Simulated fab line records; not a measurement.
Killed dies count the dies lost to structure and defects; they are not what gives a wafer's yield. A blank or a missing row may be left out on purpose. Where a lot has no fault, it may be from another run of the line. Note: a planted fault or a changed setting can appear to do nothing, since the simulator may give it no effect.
Struck lot and sound lot, side by side :: flow nandHarc :: 18 steps out of a route of 1302
Sound: wafers L435.3, L435.5, L435.6. Wafers L446.2, L446.3, L446.4 were the ones struck. The cause comes at the end.
Each step with rows lists, per side, the tool, then ch with its chambers, then its first start. Under that, the readings that differ: sound wafers :: struck wafers :: difference of the means :: sigmas: that difference in standard deviations of wafers without a fault.
alike: readings whose means differ by less than 2 such deviations, and words and numbers that are the same on both sides. not compared: withheld readings, readings that some wafer has no value for, bounds like >300 that may hide the same value, and numbers for which the record gives no deviation and whose values overlap.
A row with sigmas, a row that says differs or no value, or rows on one side alone: a step with any of these is where the two part. Non-overlapping numbers with no deviation appear without sigmas and do not part them. A reading missing from all wafers of one side parts the sides only when that side holds two or more wafers.

NHARC_P_GATE_CD_MEAS_46 targets a cd of 720 nm.
  sound on cdSem-02 ch 0, day 6 04:37; struck on cdSem-03 ch 0, day 10 12:06
  alike: cdNm
then, 1 step without rows for these wafers: NHARC_P_GATE_HARDBAKE_47 (time 80 s).
NHARC_P_GATE_DESCUM_48: chemistry O2, time 3 s.
  sound on rieDiel-11 ch 0,2,3, day 6 04:48; struck on rieDiel-08 ch 0,2,3, day 10 12:16
  alike: drypumpMotorCurrentA, oesProductAu, rfVppV, showerheadPlenumPTorr, throttleValvePct
  not compared: rfHoursCounterH
following that, these wafers have no rows for 1 step: NHARC_P_GATE_IMPLANT_49.
NHARC_P_GATE_STRIP_111: strips in N2/H2, time 250 s.
  sound on plasmaAsher-01 ch 0,1, day 6 05:14; struck on plasmaAsher-01 ch 0,1, day 10 12:38
  alike: drypumpMotorCurrentA, heaterPowerW
  not compared: rfHoursCounterH
NHARC_P_GATE_STRIP_75: strips in O2.
  sound on plasmaAsher-01 ch 0,1, day 6 05:28; struck on plasmaAsher-01 ch 0,1, day 10 12:56
  alike: drypumpMotorCurrentA, heaterPowerW
  not compared: rfHoursCounterH
then, 6 steps without rows for these wafers: NHARC_P_GATE_STRIP_50 (strips in SPM, time 900 s); NHARC_P_GATE_DEHYDRATE_51 (time 120 s); NHARC_P_GATE_HMDS_52 (time 30 s); NHARC_P_GATE_COAT_53; NHARC_P_GATE_SOFTBAKE_54 (time 95 s); NHARC_P_GATE_EBR_55.
NHARC_P_GATE_EXPOSE_56: exposes mask P PSD, target cd 720 nm.
  sound on krfScanner-03 ch 0, day 6 06:13; struck on krfScanner-03 ch 0, day 10 13:43
reading: mask
sound: P_PSD#0 P_PSD#0 P_PSD#0
struck: P_PSD_R1#0 P_PSD_R1#0 P_PSD_R1#0
difference: differs
sigmas: 
then, 2 steps without rows for these wafers: NHARC_P_GATE_PEB_57 (peb time 85 s); NHARC_P_GATE_DEVELOP_58 (time 70 s).
NHARC_P_GATE_CD_MEAS_59 targets a cd of 720 nm.
  sound on cdSem-03 ch 0, day 6 06:22; struck on cdSem-01 ch 0, day 10 13:52
reading: cdNm (nm)
sound: 719.7 719.8 721.5
struck: 679.6 679.8 681.6
difference: -40.0
sigmas: -36
then, 1 step without rows for these wafers: NHARC_P_GATE_HARDBAKE_60 (time 80 s).
-- jump in the record: it breaks off in module P_GATE and resumes in module END (first step shown: number 1302 of the route), and 18 days separate the struck wafers' starts before and after --
NHARC_END_SORT_01:
  the record has rows for the struck wafers here (prober-01 ch 0, day 28 22:55) and none for the sound ones

== WHERE THEY PART ==
Last at NHARC_END_SORT_01 as far as this record goes, first at NHARC_P_GATE_EXPOSE_56.

WHY: the cause the simulator had injected
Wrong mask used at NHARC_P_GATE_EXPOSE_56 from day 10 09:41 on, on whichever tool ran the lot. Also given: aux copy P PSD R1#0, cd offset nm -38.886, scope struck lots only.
